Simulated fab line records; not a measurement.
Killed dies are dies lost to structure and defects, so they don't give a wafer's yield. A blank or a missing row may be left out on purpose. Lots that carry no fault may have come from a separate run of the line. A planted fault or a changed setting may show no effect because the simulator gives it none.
Split-lot experiment || flow n5_finfet || on a route of 1938 steps: 7 lots, 39 wafers read

## ABOUT THE SPLIT
At N5_BEOL_M15_TRENCH_ETCH_34 (etches SiO2 in C4F8/O2/Ar, target depth 872.93 nm, time 199 s), the setting target_depth_a was moved away from the recipe's 8729.3 angstrom on 12 of the 39 wafers read, by -44.6% to +56.1%. This setting was run at the recipe's value on the other wafers.

## FROM THE SPLIT TO THE READING: what the file shows between them, 4 steps
- N5_BEOL_M15_STRIP_36: strips in O2
- N5_BEOL_M15_ECD_47: material Cu, target thk 1860 nm
- N5_BEOL_M15_ANNEAL_48: time 90 s
- N5_BEOL_M15_CMP_49: polishes, stops on SiO2, t overpolish 4.9 s, target thk 850 nm

## THE READING
M15_THK, in nm, at N5_BEOL_M15_THK_MEAS_50 (measures by xrf). Typical for fault-free wafers on this fab line: 831 nm, with standard deviation 21 nm.

{"wafer": "L075.2", "tool, chamber at the split": "rie_diel-04, 3", "target_depth_a as run, angstrom": 8729.3, "against the recipe": "recipe", "M15_THK, nm": 850, "against lot-mates on the recipe": "-"}
{"wafer": "L075.3", "tool, chamber at the split": "rie_diel-04, 0", "target_depth_a as run, angstrom": 8729.3, "against the recipe": "recipe", "M15_THK, nm": 819, "against lot-mates on the recipe": "-"}
{"wafer": "L075.4", "tool, chamber at the split": "rie_diel-04, 1", "target_depth_a as run, angstrom": 8729.3, "against the recipe": "recipe", "M15_THK, nm": 853, "against lot-mates on the recipe": "-"}
{"wafer": "L078.1", "tool, chamber at the split": "rie_diel-06, 3", "target_depth_a as run, angstrom": 12090, "against the recipe": "+38.5%", "M15_THK, nm": 1120, "against lot-mates on the recipe": "+292"}
{"wafer": "L078.2", "tool, chamber at the split": "rie_diel-06, 0", "target_depth_a as run, angstrom": 12090, "against the recipe": "+38.5%", "M15_THK, nm": 1134, "against lot-mates on the recipe": "+306"}
{"wafer": "L078.3", "tool, chamber at the split": "rie_diel-06, 2", "target_depth_a as run, angstrom": 8729.3, "against the recipe": "recipe", "M15_THK, nm": 817, "against lot-mates on the recipe": "-"}
{"wafer": "L078.4", "tool, chamber at the split": "rie_diel-06, 1", "target_depth_a as run, angstrom": 8729.3, "against the recipe": "recipe", "M15_THK, nm": 850, "against lot-mates on the recipe": "-"}
{"wafer": "L078.5", "tool, chamber at the split": "rie_diel-06, 3", "target_depth_a as run, angstrom": 12090, "against the recipe": "+38.5%", "M15_THK, nm": 1127, "against lot-mates on the recipe": "+299"}
{"wafer": "L078.6", "tool, chamber at the split": "rie_diel-06, 0", "target_depth_a as run, angstrom": 8729.3, "against the recipe": "recipe", "M15_THK, nm": 818, "against lot-mates on the recipe": "-"}
{"wafer": "L085.1", "tool, chamber at the split": "rie_diel-04, 3", "target_depth_a as run, angstrom": 8729.3, "against the recipe": "recipe", "M15_THK, nm": 853, "against lot-mates on the recipe": "-"}
{"wafer": "L085.2", "tool, chamber at the split": "rie_diel-04, 0", "target_depth_a as run, angstrom": 8729.3, "against the recipe": "recipe", "M15_THK, nm": 849, "against lot-mates on the recipe": "-"}
{"wafer": "L085.3", "tool, chamber at the split": "rie_diel-04, 1", "target_depth_a as run, angstrom": 8729.3, "against the recipe": "recipe", "M15_THK, nm": 878, "against lot-mates on the recipe": "-"}
{"wafer": "L085.4", "tool, chamber at the split": "rie_diel-04, 1", "target_depth_a as run, angstrom": 8729.3, "against the recipe": "recipe", "M15_THK, nm": 872, "against lot-mates on the recipe": "-"}
{"wafer": "L085.5", "tool, chamber at the split": "rie_diel-04, 3", "target_depth_a as run, angstrom": 8729.3, "against the recipe": "recipe", "M15_THK, nm": 845, "against lot-mates on the recipe": "-"}
{"wafer": "L085.6", "tool, chamber at the split": "rie_diel-04, 0", "target_depth_a as run, angstrom": 8729.3, "against the recipe": "recipe", "M15_THK, nm": 846, "against lot-mates on the recipe": "-"}
{"wafer": "L087.1", "tool, chamber at the split": "rie_diel-06, 1", "target_depth_a as run, angstrom": 8729.3, "against the recipe": "recipe", "M15_THK, nm": 828, "against lot-mates on the recipe": "-"}
{"wafer": "L087.2", "tool, chamber at the split": "rie_diel-06, 3", "target_depth_a as run, angstrom": 8729.3, "against the recipe": "recipe", "M15_THK, nm": 781, "against lot-mates on the recipe": "-"}
{"wafer": "L087.3", "tool, chamber at the split": "rie_diel-06, 2", "target_depth_a as run, angstrom": 8729.3, "against the recipe": "recipe", "M15_THK, nm": 816, "against lot-mates on the recipe": "-"}
{"wafer": "L087.4", "tool, chamber at the split": "rie_diel-06, 0", "target_depth_a as run, angstrom": 8729.3, "against the recipe": "recipe", "M15_THK, nm": 804, "against lot-mates on the recipe": "-"}
{"wafer": "L087.5", "tool, chamber at the split": "rie_diel-06, 3", "target_depth_a as run, angstrom": 8729.3, "against the recipe": "recipe", "M15_THK, nm": 792, "against lot-mates on the recipe": "-"}
{"wafer": "L087.6", "tool, chamber at the split": "rie_diel-06, 0", "target_depth_a as run, angstrom": 8729.3, "against the recipe": "recipe", "M15_THK, nm": 806, "against lot-mates on the recipe": "-"}
{"wafer": "L092.1", "tool, chamber at the split": "rie_diel-01, 0", "target_depth_a as run, angstrom": 8729.3, "against the recipe": "recipe", "M15_THK, nm": 823, "against lot-mates on the recipe": "-"}
{"wafer": "L092.2", "tool, chamber at the split": "rie_diel-01, 2", "target_depth_a as run, angstrom": 13630, "against the recipe": "+56.1%", "M15_THK, nm": 1340, "against lot-mates on the recipe": "+505"}
{"wafer": "L092.3", "tool, chamber at the split": "rie_diel-01, 3", "target_depth_a as run, angstrom": 13630, "against the recipe": "+56.1%", "M15_THK, nm": 1337, "against lot-mates on the recipe": "+502"}
{"wafer": "L092.4", "tool, chamber at the split": "rie_diel-01, 0", "target_depth_a as run, angstrom": 8729.3, "against the recipe": "recipe", "M15_THK, nm": 825, "against lot-mates on the recipe": "-"}
{"wafer": "L092.5", "tool, chamber at the split": "rie_diel-01, 3", "target_depth_a as run, angstrom": 13630, "against the recipe": "+56.1%", "M15_THK, nm": 1324, "against lot-mates on the recipe": "+489"}
{"wafer": "L092.6", "tool, chamber at the split": "rie_diel-01, 2", "target_depth_a as run, angstrom": 8729.3, "against the recipe": "recipe", "M15_THK, nm": 858, "against lot-mates on the recipe": "-"}
{"wafer": "L097.1", "tool, chamber at the split": "rie_diel-01, 3", "target_depth_a as run, angstrom": 4840, "against the recipe": "-44.6%", "M15_THK, nm": 451, "against lot-mates on the recipe": -379}
{"wafer": "L097.2", "tool, chamber at the split": "rie_diel-01, 2", "target_depth_a as run, angstrom": 8729.3, "against the recipe": "recipe", "M15_THK, nm": 846, "against lot-mates on the recipe": "-"}
{"wafer": "L097.3", "tool, chamber at the split": "rie_diel-01, 0", "target_depth_a as run, angstrom": 4840, "against the recipe": "-44.6%", "M15_THK, nm": 440, "against lot-mates on the recipe": -390}
{"wafer": "L097.4", "tool, chamber at the split": "rie_diel-01, 3", "target_depth_a as run, angstrom": 8729.3, "against the recipe": "recipe", "M15_THK, nm": 835, "against lot-mates on the recipe": "-"}
{"wafer": "L097.5", "tool, chamber at the split": "rie_diel-01, 0", "target_depth_a as run, angstrom": 8729.3, "against the recipe": "recipe", "M15_THK, nm": 809, "against lot-mates on the recipe": "-"}
{"wafer": "L097.6", "tool, chamber at the split": "rie_diel-01, 2", "target_depth_a as run, angstrom": 4840, "against the recipe": "-44.6%", "M15_THK, nm": 460, "against lot-mates on the recipe": -370}
{"wafer": "L094.1", "tool, chamber at the split": "rie_diel-04, 3", "target_depth_a as run, angstrom": 7376, "against the recipe": "-15.5%", "M15_THK, nm": 703, "against lot-mates on the recipe": -133}
{"wafer": "L094.2", "tool, chamber at the split": "rie_diel-04, 2", "target_depth_a as run, angstrom": 7376, "against the recipe": "-15.5%", "M15_THK, nm": 712, "against lot-mates on the recipe": -124}
{"wafer": "L094.3", "tool, chamber at the split": "rie_diel-04, 1", "target_depth_a as run, angstrom": 8729.3, "against the recipe": "recipe", "M15_THK, nm": 846, "against lot-mates on the recipe": "-"}
{"wafer": "L094.4", "tool, chamber at the split": "rie_diel-04, 0", "target_depth_a as run, angstrom": 8729.3, "against the recipe": "recipe", "M15_THK, nm": 816, "against lot-mates on the recipe": "-"}
{"wafer": "L094.5", "tool, chamber at the split": "rie_diel-04, 0", "target_depth_a as run, angstrom": 7376, "against the recipe": "-15.5%", "M15_THK, nm": 696, "against lot-mates on the recipe": -140}
{"wafer": "L094.6", "tool, chamber at the split": "rie_diel-04, 1", "target_depth_a as run, angstrom": 8729.3, "against the recipe": "recipe", "M15_THK, nm": 847, "against lot-mates on the recipe": "-"}

THE FIT
A straight line over all 39 wafers: M15_THK changes by +8.53 nm for each +1% of target_depth_a; r = +0.99; the points scatter about the line by 23 nm.
The same after taking each lot's own level away (the mean of its wafers on the recipe; 39 wafers): +8.52 nm for each +1%; r = +1.00; scatter 17 nm.
Per that fit: largest target_depth_a move, reading shift of 4.8e+02 nm.
Measured against the standard deviation above, the lots' own levels, which go from 804.5 to 857.2 nm, span 2.5 times it.
Hence the lot-to-lot level has little effect on the slope; both slopes agree.
Check: +472 nm against its lot-mates is what the line predicts for one of the wafers moved furthest among these (+56.1%) when that wafer is left out of the fit. Against them it came out at +505 nm.

## THESE WAFERS: OTHER SPLITS
Before the reading, these wafers also passed through other splits. Each is held against what the fit with the lots' levels taken away leaves over:
{"other split on the same wafers": "N5_BEOL_M11_ILD_DEP_00 target_thk_a", "wafers away from the commonest value": 15, "r with M15_THK (lot level and that fit taken away)": "+0.06"}

## THE WHOLE CHAIN: every reading that the file lists as answering this split, in the file's order
{"step": "N5_BEOL_M15_TRENCH_ETCH_34", "what it does": "etches SiO2 in C4F8/O2/Ar, target depth 872.93 nm, time 199 s", "reading": "etch.depth_nm (the simulator's own value, which no gauge read)", "change (the file's fit)": "+8.99 nm for each +1% of the setting", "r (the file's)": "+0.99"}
{"step": "N5_BEOL_M15_TRENCH_ETCH_34", "what it does": "etches SiO2 in C4F8/O2/Ar, target depth 872.93 nm, time 199 s", "reading": "coat_of_BEOL_M15_COAT_22.thk_nm (the simulator's own value, which no gauge read)", "change (the file's fit)": "-1.74 nm for each +1% of the setting", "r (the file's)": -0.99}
{"step": "N5_BEOL_M15_CMP_49", "what it does": "polishes, stops on SiO2, t overpolish 4.9 s, target thk 850 nm", "reading": "Cu_of_BEOL_M15_ECD_47.thk_nm (the simulator's own value, which no gauge read)", "change (the file's fit)": "+8.97 nm for each +1% of the setting", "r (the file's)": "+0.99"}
{"step": "N5_BEOL_M15_THK_MEAS_50", "what it does": "measures by xrf", "reading": "M15_THK", "change (the file's fit)": "+8.52 for each +1% of the setting", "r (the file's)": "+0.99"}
{"step": "N5_BEOL_M15_RS_MEAS_54", "what it does": "measures by four-point-probe", "reading": "M15_RS", "change (the file's fit)": "not straight: 0.0394 at the lowest setting, 0.0213 at the recipe, 0.0130 at the highest", "r (the file's)": "not given"}

## FILE'S OWN FIT
M15_THK changes by +8.52 nm for each +1% of target_depth_a, r = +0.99.
